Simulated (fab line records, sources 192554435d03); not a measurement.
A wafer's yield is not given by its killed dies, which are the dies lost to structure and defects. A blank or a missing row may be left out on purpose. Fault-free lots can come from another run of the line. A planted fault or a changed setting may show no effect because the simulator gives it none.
Chamber matching / flow n5 finfet / N5_BEOL_M15_ILD_DEP_00 on pecvd-01: 3 sister chambers
The step deposits SiO2 from TEOS/O2, target thk 1629.3 nm, time 346.1 s. 20 wafers are shown with their chamber, then 10 later ones without.

== WAFERS, EACH WITH ITS CHAMBER ==
wafer=L074.3; chamber=2; throttle valve pct (%)=16.3; showerhead plenum p Torr (Torr)=8.40; heater power w (W)=542
wafer=L074.4; chamber=0; throttle valve pct (%)=18.0; showerhead plenum p Torr (Torr)=8.41; heater power w (W)=643
wafer=L074.5; chamber=1; throttle valve pct (%)=18.5; showerhead plenum p Torr (Torr)=8.36; heater power w (W)=587
wafer=L075.2; chamber=0; throttle valve pct (%)=18.1; showerhead plenum p Torr (Torr)=8.39; heater power w (W)=572
wafer=L075.5; chamber=1; throttle valve pct (%)=18.7; showerhead plenum p Torr (Torr)=8.37; heater power w (W)=706
wafer=L075.6; chamber=0; throttle valve pct (%)=18.0; showerhead plenum p Torr (Torr)=8.39; heater power w (W)=632
wafer=L078.1; chamber=1; throttle valve pct (%)=18.4; showerhead plenum p Torr (Torr)=8.36; heater power w (W)=686
wafer=L078.2; chamber=2; throttle valve pct (%)=17.0; showerhead plenum p Torr (Torr)=8.43; heater power w (W)=479
wafer=L078.5; chamber=2; throttle valve pct (%)=16.8; showerhead plenum p Torr (Torr)=8.43; heater power w (W)=569
wafer=L083.2; chamber=0; throttle valve pct (%)=18.2; showerhead plenum p Torr (Torr)=8.42; heater power w (W)=532
wafer=L083.5; chamber=0; throttle valve pct (%)=18.1; showerhead plenum p Torr (Torr)=8.37; heater power w (W)=628
wafer=L083.6; chamber=2; throttle valve pct (%)=16.9; showerhead plenum p Torr (Torr)=8.40; heater power w (W)=616
wafer=L082.2; chamber=2; throttle valve pct (%)=16.7; showerhead plenum p Torr (Torr)=8.40; heater power w (W)=573
wafer=L082.3; chamber=0; throttle valve pct (%)=18.1; showerhead plenum p Torr (Torr)=8.38; heater power w (W)=599
wafer=L082.6; chamber=0; throttle valve pct (%)=18.3; showerhead plenum p Torr (Torr)=8.38; heater power w (W)=499
wafer=L081.1; chamber=0; throttle valve pct (%)=18.5; showerhead plenum p Torr (Torr)=8.40; heater power w (W)=563
wafer=L081.5; chamber=2; throttle valve pct (%)=16.9; showerhead plenum p Torr (Torr)=8.40; heater power w (W)=461
wafer=L081.6; chamber=1; throttle valve pct (%)=18.2; showerhead plenum p Torr (Torr)=8.37; heater power w (W)=744
wafer=L084.1; chamber=2; throttle valve pct (%)=16.8; showerhead plenum p Torr (Torr)=8.41; heater power w (W)=612
wafer=L084.3; chamber=1; throttle valve pct (%)=18.4; showerhead plenum p Torr (Torr)=8.34; heater power w (W)=645

SIGNATURES (means of the wafers above)
reading=throttle valve pct; chamber 0=18.163; chamber 1=18.440; chamber 2=16.771; scatter within a chamber=0.195
reading=showerhead plenum p Torr; chamber 0=8.3925; chamber 1=8.3600; chamber 2=8.4100; scatter within a chamber=0.0149
reading=heater power w; chamber 0=583.50; chamber 1=673.60; chamber 2=550.29; scatter within a chamber=56.9
Rule: a wafer lies at a distance from a chamber equal to the root of the sum of squares, over the readings, of (its reading less the chamber's mean, divided by the reading's scatter). The wafer belongs to the nearest chamber; if the next one is less than 2 further off, it can't be placed. How the scatter is found: for the shown wafers, subtract from each reading the mean of its chamber, square and add these, divide the total by (wafers less chambers), then take the root.

== WAFERS MISSING THEIR CHAMBER ==
wafer=L084.4; throttle valve pct (%)=16.8; showerhead plenum p Torr (Torr)=8.41; heater power w (W)=462
wafer=L085.1; throttle valve pct (%)=18.2; showerhead plenum p Torr (Torr)=8.38; heater power w (W)=629
wafer=L085.4; throttle valve pct (%)=17.1; showerhead plenum p Torr (Torr)=8.41; heater power w (W)=464
wafer=L085.6; throttle valve pct (%)=18.6; showerhead plenum p Torr (Torr)=8.36; heater power w (W)=578
wafer=L087.1; throttle valve pct (%)=18.3; showerhead plenum p Torr (Torr)=8.40; heater power w (W)=550
wafer=L087.4; throttle valve pct (%)=18.5; showerhead plenum p Torr (Torr)=8.35; heater power w (W)=571
wafer=L087.5; throttle valve pct (%)=18.2; showerhead plenum p Torr (Torr)=8.39; heater power w (W)=498
wafer=L095.1; throttle valve pct (%)=17.0; showerhead plenum p Torr (Torr)=8.45; heater power w (W)=582
wafer=L095.3; throttle valve pct (%)=18.5; showerhead plenum p Torr (Torr)=8.36; heater power w (W)=635
wafer=L095.4; throttle valve pct (%)=18.3; showerhead plenum p Torr (Torr)=8.40; heater power w (W)=642

== CHAMBER TAKEN BY EACH ==
wafer=L084.4; from the rows above=2; in truth=2
wafer=L085.1; from the rows above=can't be placed: 0 or 1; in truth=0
wafer=L085.4; from the rows above=2; in truth=2
wafer=L085.6; from the rows above=can't be placed: 1 or 0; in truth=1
wafer=L087.1; from the rows above=0; in truth=0
wafer=L087.4; from the rows above=can't be placed: 1 or 0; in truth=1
wafer=L087.5; from the rows above=0; in truth=0
wafer=L095.1; from the rows above=2; in truth=2
wafer=L095.3; from the rows above=1; in truth=1
wafer=L095.4; from the rows above=can't be placed: 0 or 1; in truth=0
6 of 10 placed correctly. Can't be placed from these rows: 4 (the true chamber is among the candidates in 4). Placed wrongly: 0.
